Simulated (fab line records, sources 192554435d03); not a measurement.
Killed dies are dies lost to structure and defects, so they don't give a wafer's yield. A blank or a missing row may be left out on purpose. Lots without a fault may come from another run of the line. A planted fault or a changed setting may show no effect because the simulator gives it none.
A struck lot beside a sound one | flow n5_finfet | 28 steps out of a route of 1938
Sound: wafers L365.1, L365.2, L365.3. Struck: wafers L362.2, L362.3, L362.4. The cause comes at the end.
At each step with rows: each side's tool, then ch and its chambers, then its first start. Under that, the readings that differ: sound wafers | struck wafers | difference of the means | sigmas: that difference in standard deviations of wafers without a fault.
alike: readings whose means differ by less than 2 such deviations, and words and numbers that are the same on both sides. not compared: withheld readings, readings that some wafer has no value for, bounds like >300 that may hide the same value, and numbers for which the record gives no deviation and whose values overlap.
The two part at a step that has a row with sigmas, a row that says differs or no value, or rows on one side only. Numbers that don't overlap but have no deviation are shown without sigmas and don't part them. A reading that every wafer of one side lacks parts them only if that side has two wafers or more.

first, 3 steps without rows for these wafers: N5_STI_FIN_REVEAL_ALD_14 (deposits Si3N4, target thk 3 nm); N5_STI_FIN_REVEAL_FCVD_FILL_01 (material SiO2 flowable, target thk 312 nm, time 512.2 s); N5_STI_FIN_REVEAL_DENSIFY_02 (time 1800 s).
N5_STI_FIN_REVEAL_CMP_04: polishes, stops on Si3N4, t overpolish 4 s, target thk 131.83 nm.
  sound on cmp-03 ch 1,2,3, day 6 09:20; struck on cmp-02 ch 0,1,2, day 5 16:11
  reading                | sound       | struck      | difference | sigmas
  time_to_endpoint_s (s) | 106 102 103 | 121 113 125 | +16        | +2
  alike: motor_current_A, overpolish_run_s
N5_STI_FIN_REVEAL_THK_MEAS_05:
  sound on film_metro-02, day 6 09:37; struck on film_metro-02, day 5 16:29
  alike: thk_nm
then, 1 step without rows for these wafers: N5_STI_FIN_REVEAL_DENSIFY_30.
N5_STI_FIN_REVEAL_ETCHBACK_08: etches SiO2 in C4F6/O2, target depth 30.5 nm, time 10.167 s.
  sound on rie_diel-06 ch 0,2,3, day 6 09:54; struck on rie_diel-02 ch 0,1,2, day 5 16:55
  alike: drypump_motor_current_A, oes_o_777_au, oes_product_au, rf_vpp_V, showerhead_plenum_p_Torr, throttle_valve_pct
  not compared: rf_hours_counter_h
N5_STI_FIN_REVEAL_STRIP_24: strips in N2/H2, time 90 s.
  sound on rie_diel-06 ch 0,2,3, day 6 09:56; struck on rie_diel-02 ch 0,1,2, day 5 16:56
  alike: drypump_motor_current_A, h2_flow_sccm, oes_product_au, rf_vpp_V, showerhead_plenum_p_Torr, throttle_valve_pct
  not compared: rf_hours_counter_h
then, 4 steps without rows for these wafers: N5_STI_FIN_REVEAL_PRECLEAN_25 (cleans in SPM, time 90 s); N5_STI_FIN_REVEAL_PRECLEAN_26 (cleans in SC1, time 45 s); N5_STI_FIN_REVEAL_PRECLEAN_29 (cleans in DHF, time 30 s); N5_STI_FIN_REVEAL_SRD_12 (time 30 s).
N5_STI_FIN_REVEAL_RECESS_09: chemistry HF/NH3, target SiO2, afs cycles 11, target depth 42.5 nm, sublimation time 60 s.
  sound on vapor_etch-02 ch 0,1, day 6 10:10; struck on vapor_etch-01 ch 0,1, day 5 17:10
  alike: drypump_motor_current_A
then, 2 steps without rows for these wafers: N5_STI_FIN_REVEAL_STRIP_16 (strips SiNx in H3PO4, target depth 23.8 nm); N5_STI_FIN_REVEAL_PRECLEAN_17 (cleans in NF3:NH3, afs cycles 1, time 20 s, sublimation time 60 s).
N5_STI_FIN_REVEAL_ETCH_34: etches Si in H2, material Si, target depth 0.97 nm.
  sound on rie_si-02 ch 2,3, day 6 12:15; struck on rie_si-03 ch 0,2,3, day 5 19:15
  alike: drypump_motor_current_A, h2_flow_sccm, oes_product_au, throttle_valve_pct
  not compared: rf_hours_counter_h
N5_STI_FIN_REVEAL_OXIDATION_31: chemistry O2 PLASMA REMOTE, time 20 s.
  sound on plasma_asher-01 ch 0,1, day 6 12:20; struck on plasma_asher-01 ch 0,1, day 5 19:19
  alike: drypump_motor_current_A, heater_power_w
  not compared: rf_hours_counter_h
then, 6 steps without rows for these wafers: N5_STI_FIN_REVEAL_PRECLEAN_32 (cleans in NF3:NH3, afs cycles 1, time 20 s, sublimation time 60 s); N5_STI_FIN_REVEAL_STRIP_35 (strips Si3N4 in H3PO4, target depth 4 nm, time 39 s); N5_STI_FIN_REVEAL_SRD_21 (time 30 s); N5_STI_FIN_REVEAL_OXIDATION_33 (chemistry O2 PLASMA REMOTE, time 20 s); N5_STI_FIN_REVEAL_CLEAN_19 (cleans in O3/DIW, time 120 s); N5_STI_FIN_REVEAL_SRD_23 (time 30 s).
N5_STI_FIN_REVEAL_CD_MEAS_22: target cd 6.238 nm, pitch 28 nm.
  sound on cd_sem-02, day 6 12:51; struck on cd_sem-02, day 5 19:50
  alike: cd_nm
N5_STI_FIN_REVEAL_FIN_H_MEAS_10:
  sound on ocd-02, day 6 12:53; struck on ocd-02, day 5 19:52
  reading              | sound          | struck         | difference | sigmas
  trench_depth_nm (nm) | 51.2 50.4 52.0 | 55.2 55.1 55.5 | +4.1       | +5
then, 1 step without rows for these wafers: N5_STI_FIN_REVEAL_PRECLEAN_18 (cleans in SC2, time 45 s).
-- the record jumps here: 6 days lie between the struck wafers' starts before and after (it left off in module STI_FIN_REVEAL and takes up again in module BEOL_M4, whose first step shown is number 1111 of the route) --
N5_BEOL_M4_RC_MEAS_101:
  sound on prober-02 ch 0, day 12 04:39; struck on prober-02 ch 0, day 11 20:39
  reading       | sound       | struck      | difference | sigmas
  ION_N (uA/um) | 649 653 663 | 696 678 712 | +40        | +3
  ION_P (uA/um) | 452 451 460 | 488 476 495 | +32        | +3
  alike: DIBL_N, DIBL_P, IOFF_N, IOFF_P, SS_N, SS_P, VT_N, VT_P
then, 1 step without rows for these wafers: N5_PASSIVATION_PROBE_49.

WHERE THEY PART
First at N5_STI_FIN_REVEAL_CMP_04; last, within this record, at N5_BEOL_M4_RC_MEAS_101.

WHY: what the simulator had put in
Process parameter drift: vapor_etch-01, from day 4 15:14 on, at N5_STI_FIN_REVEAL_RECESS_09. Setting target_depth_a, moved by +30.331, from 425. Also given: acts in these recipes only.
